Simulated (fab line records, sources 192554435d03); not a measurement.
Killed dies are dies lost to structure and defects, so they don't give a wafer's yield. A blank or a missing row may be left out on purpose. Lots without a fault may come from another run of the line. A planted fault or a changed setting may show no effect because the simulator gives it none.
Split-lot experiment | flow n5_finfet | 7 lots, 39 wafers read, on a route of 1938 steps

THE SPLIT
At N5_BEOL_M10_ALD_74 (deposits TaN, target thk 2 nm, pulse time 2 s, purge time 3 s), the setting ald_cycles was moved away from the recipe's 40 on 15 of the 39 wafers read, by -47.5% to +45.0%. The other wafers ran this setting at the recipe's value.

The reading is taken at the split's own step.

THE READING
TaN_of_BEOL_M10_ALD_74.thk_nm (the simulator's own value, which no gauge read), in nm, at N5_BEOL_M10_ALD_74 (deposits TaN, target thk 2 nm, pulse time 2 s, purge time 3 s). The file gives no usual value for it.

wafer  | tool, chamber at the split | ald_cycles as run | against the recipe | TaN_of_BEOL_M10_ALD_74.thk_nm, nm | against lot-mates on the recipe
L074.1 | ald_metal-04, 1,2,3        | 40                | recipe             | 2                                 | -
L074.3 | ald_metal-04, 1,2,3        | 40                | recipe             | 2                                 | -
L074.5 | ald_metal-04, 1,2,3        | 40                | recipe             | 2                                 | -
L074.2 | ald_metal-04, 3            | 58                | +45.0%             | 3                                 | +1.0
L074.4 | ald_metal-04, 0            | 58                | +45.0%             | 2.8                               | +0.8
L074.6 | ald_metal-04, 0            | 58                | +45.0%             | 2.8                               | +0.8
L079.1 | ald_metal-03, 3,0,3        | 40                | recipe             | 2                                 | -
L079.4 | ald_metal-03, 3,0,3        | 40                | recipe             | 2                                 | -
L079.6 | ald_metal-03, 3,0,3        | 40                | recipe             | 2                                 | -
L079.2 | ald_metal-03, 1,2,0        | 28                | -30.0%             | 1.4                               | -0.6
L079.3 | ald_metal-03, 1,2,0        | 28                | -30.0%             | 1.4                               | -0.6
L079.5 | ald_metal-03, 1,2,0        | 28                | -30.0%             | 1.4                               | -0.6
L081.1 | ald_metal-03, 2,1,3        | 40                | recipe             | 2                                 | -
L081.2 | ald_metal-03, 2,1,3        | 40                | recipe             | 2                                 | -
L081.3 | ald_metal-03, 2,1,3        | 40                | recipe             | 2                                 | -
L080.1 | ald_metal-04, 3,1,0        | 40                | recipe             | 2                                 | -
L080.2 | ald_metal-04, 3,1,0        | 40                | recipe             | 2                                 | -
L080.4 | ald_metal-04, 3,1,0        | 40                | recipe             | 2                                 | -
L080.3 | ald_metal-04, 2,1,2        | 21                | -47.5%             | 1                                 | -1.0
L080.5 | ald_metal-04, 2,1,2        | 21                | -47.5%             | 1                                 | -1.0
L080.6 | ald_metal-04, 2,1,2        | 21                | -47.5%             | 1                                 | -1.0
L086.1 | ald_metal-03, 0,1,2        | 24                | -40.0%             | 1.2                               | -0.8
L086.2 | ald_metal-03, 0,1,2        | 24                | -40.0%             | 1.2                               | -0.8
L086.3 | ald_metal-03, 0,1,2        | 24                | -40.0%             | 1.2                               | -0.8
L086.4 | ald_metal-03, 3,2,1        | 40                | recipe             | 2                                 | -
L086.5 | ald_metal-03, 3,2,1        | 40                | recipe             | 2                                 | -
L086.6 | ald_metal-03, 3,2,1        | 40                | recipe             | 2                                 | -
L088.1 | ald_metal-02, 3,1,0,2,2,3  | 40                | recipe             | 2                                 | -
L088.2 | ald_metal-02, 3,1,0,2,2,3  | 40                | recipe             | 2                                 | -
L088.3 | ald_metal-02, 3,1,0,2,2,3  | 40                | recipe             | 2                                 | -
L088.4 | ald_metal-02, 3,1,0,2,2,3  | 40                | recipe             | 2                                 | -
L088.5 | ald_metal-02, 3,1,0,2,2,3  | 40                | recipe             | 2                                 | -
L088.6 | ald_metal-02, 3,1,0,2,2,3  | 40                | recipe             | 2                                 | -
L097.1 | ald_metal-02, 2,0,1        | 52                | +30.0%             | 2.6                               | +0.6
L097.5 | ald_metal-02, 2,0,1        | 52                | +30.0%             | 2.6                               | +0.6
L097.6 | ald_metal-02, 2,0,1        | 52                | +30.0%             | 2.6                               | +0.6
L097.2 | ald_metal-02, 0,3,1        | 40                | recipe             | 2                                 | -
L097.3 | ald_metal-02, 0,3,1        | 40                | recipe             | 2                                 | -
L097.4 | ald_metal-02, 0,3,1        | 40                | recipe             | 2                                 | -
Where a row lists several chambers, the file gives one row for several wafers and doesn't say which wafer went through which chamber.

THE FIT
A straight line over all 39 wafers: TaN_of_BEOL_M10_ALD_74.thk_nm changes by +0.0201 nm for each +1% of ald_cycles; r = +1.00; the points scatter about the line by 0.031 nm.
The same after taking each lot's own level away (the mean of its wafers on the recipe; 39 wafers): +0.0201 nm for each +1%; r = +1.00; scatter 0.031 nm.
On that fit, the largest move of ald_cycles shifts the reading by 0.95 nm.
The lots' own levels span 2.00 to 2.00 nm.
So the lot-to-lot level changes the slope little: the two slopes agree.
Check: with one of the wafers moved furthest among these (-47.5%) left out of the fit, the line predicts -0.955 nm for it against its lot-mates. It came out at -1 nm against them.

OTHER SPLITS ON THESE WAFERS
These wafers also went through other splits before the reading. Each is held against what the fit with the lots' levels taken away leaves over:
other split on the same wafers                 | wafers away from the commonest value | r with TaN_of_BEOL_M10_ALD_74.thk_nm (lot level and that fit taken away)
N5_PMOS_HMC_CHANNEL_EPI_HM_DEP_34 time_s       | 12                                   | +0.09
N5_SD_EPI_N_ETCH_35 time_s                     | 12                                   | -0.15
N5_MOL_CONTACT_COAG_VIA_ETCH_46 target_depth_a | 15                                   | +0.13
N5_BEOL_M2_ALD_84 ald_cycles                   | 9                                    | +0.10
N5_BEOL_M4_ILD_DEP_00 target_thk_a             | 9                                    | +0.03
N5_BEOL_M6_VIA_ETCH_34 target_depth_a          | 15                                   | -0.05

THE FILE'S OWN FIT
TaN_of_BEOL_M10_ALD_74.thk_nm changes by +0.0201 nm for each +1% of ald_cycles, r = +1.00.
